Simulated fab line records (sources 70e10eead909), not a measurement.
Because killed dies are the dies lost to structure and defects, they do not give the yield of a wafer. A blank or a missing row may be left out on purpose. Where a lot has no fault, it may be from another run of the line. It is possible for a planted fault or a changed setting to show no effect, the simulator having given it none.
The tool behind it: which one? -- flow nandHarc -- 6 lots with 17 wafers sampled at 5 steps, on a route of 1302 steps

## WHAT THE GAUGES SHOWED, per wafer
NHARC_A_DECK1_JOINT_THK_MEAS_17: measures by ellipsometry.
lot,measured,on,thkNm (nm)
L669,day 12 23:10,filmMetro-01,45.3 42.1 44.4
L673,day 14 10:25,filmMetro-01,45.6 44.8 46.3
L675,day 15 08:33,filmMetro-01,45.7 46.5 46.8
L678,day 16 19:07,filmMetro-01,45.1 44.5 45.0
L681,day 18 15:48,filmMetro-02,46.1 15.7 47.0
L685,day 19 15:39,filmMetro-02,44.8 14.9

## EACH LOT AND THE TOOL THAT RAN IT (in order: tool; ch and the chambers of the sampled wafers; start)
lot,NHARC_A_CHANNEL_FILL_D1_ALD_03,NHARC_A_CHANNEL_FILL_D1_ALD_14,NHARC_A_CHANNEL_FILL_D1_ALD_16,NHARC_A_DECK1_JOINT_DEP_16
L669,"aldSinBatch-03 ch 0, day 9 21:29 or earlier","aldHk-02 ch 1,2,3, day 9 21:29","aldHk-04 ch 0,1, day 10 02:39","pecvd-04 ch 1,2, day 12 22:54"
L673,"aldSinBatch-03 ch 0, day 11 01:34 or earlier","aldHk-03 ch 1,2,3, day 11 01:34","aldHk-02 ch 0,1, day 11 06:40","pecvd-04 ch 0,1, day 14 10:08"
L675,"aldSinBatch-02 ch 0, day 11 23:01 or earlier","aldHk-03 ch 0,1,3, day 11 23:01","aldHk-02 ch 0,3, day 12 04:12","pecvd-04 ch 1,2, day 15 08:18"
L678,"aldSinBatch-02 ch 0, day 13 11:26 or earlier","aldHk-02 ch 0,1,2, day 13 11:26","aldHk-02 ch 0,2, day 13 16:35","pecvd-02 ch 1,2, day 16 18:50"
L681,"aldSinBatch-01 ch 0, day 15 06:34 or earlier","aldHk-02 ch 0,1,3, day 15 06:34","aldHk-03 ch 2,3, day 15 11:41","pecvd-02 ch 0,1,2, day 18 15:33"
L685,"aldSinBatch-02 ch 0, day 16 07:44 or earlier","aldHk-04 ch 1,3, day 16 07:44","aldHk-02 ch 1, day 16 12:50","pecvd-02 ch 2, day 19 15:23"
- NHARC_A_CHANNEL_FILL_D1_ALD_03: deposits SiNx, target thk 6 nm, pulse time 60 s, ald cycles 58.
- NHARC_A_CHANNEL_FILL_D1_ALD_14: deposits SiO2, target thk 2.5 nm, pulse time 10 s, ald cycles 25.
- NHARC_A_CHANNEL_FILL_D1_ALD_16: deposits SiO2, target thk 1.5 nm, pulse time 10 s, ald cycles 15.
- NHARC_A_DECK1_JOINT_DEP_16: deposits SiO2, target thk 45 nm.

## THE ANSWER, worked out from the rows above alone
Rule: what is usual is taken from the lots themselves. The widest of any qualifying gaps counts: lots, ordered by their means at a reading, are off when they make up no more than a third of the lots, leave a main group of 4 or more, and stand apart from it by 3 or more times the standard deviation of that group's means. A main group whose means are all the same, to the digits that the tables above print for the reading, isn't used. Also off: a lot with no number at a reading for which 4 or more lots have one. Any other lot the step has rows for is counted as sound.
Off, at NHARC_A_DECK1_JOINT_THK_MEAS_17 on thkNm: L681, L685. The main group has a mean of 45.2 nm with a standard deviation of 0.88.
A tool fits if, at a process step before that reading, it ran every lot that is off, and no sound lot after the first of them. Those tools and the gauges at NHARC_A_DECK1_JOINT_THK_MEAS_17 are tried in the same way. NHARC_A_CHANNEL_FILL_D1_ALD_03: start missing for some lots; hours and lot order therefore follow NHARC_A_CHANNEL_FILL_D1_ALD_14. This does not decide it: 2 tools fit, namely pecvd-02 at NHARC_A_DECK1_JOINT_DEP_16 and filmMetro-02 at NHARC_A_DECK1_JOINT_THK_MEAS_17.

## WHAT THE SIMULATOR HAD INSERTED
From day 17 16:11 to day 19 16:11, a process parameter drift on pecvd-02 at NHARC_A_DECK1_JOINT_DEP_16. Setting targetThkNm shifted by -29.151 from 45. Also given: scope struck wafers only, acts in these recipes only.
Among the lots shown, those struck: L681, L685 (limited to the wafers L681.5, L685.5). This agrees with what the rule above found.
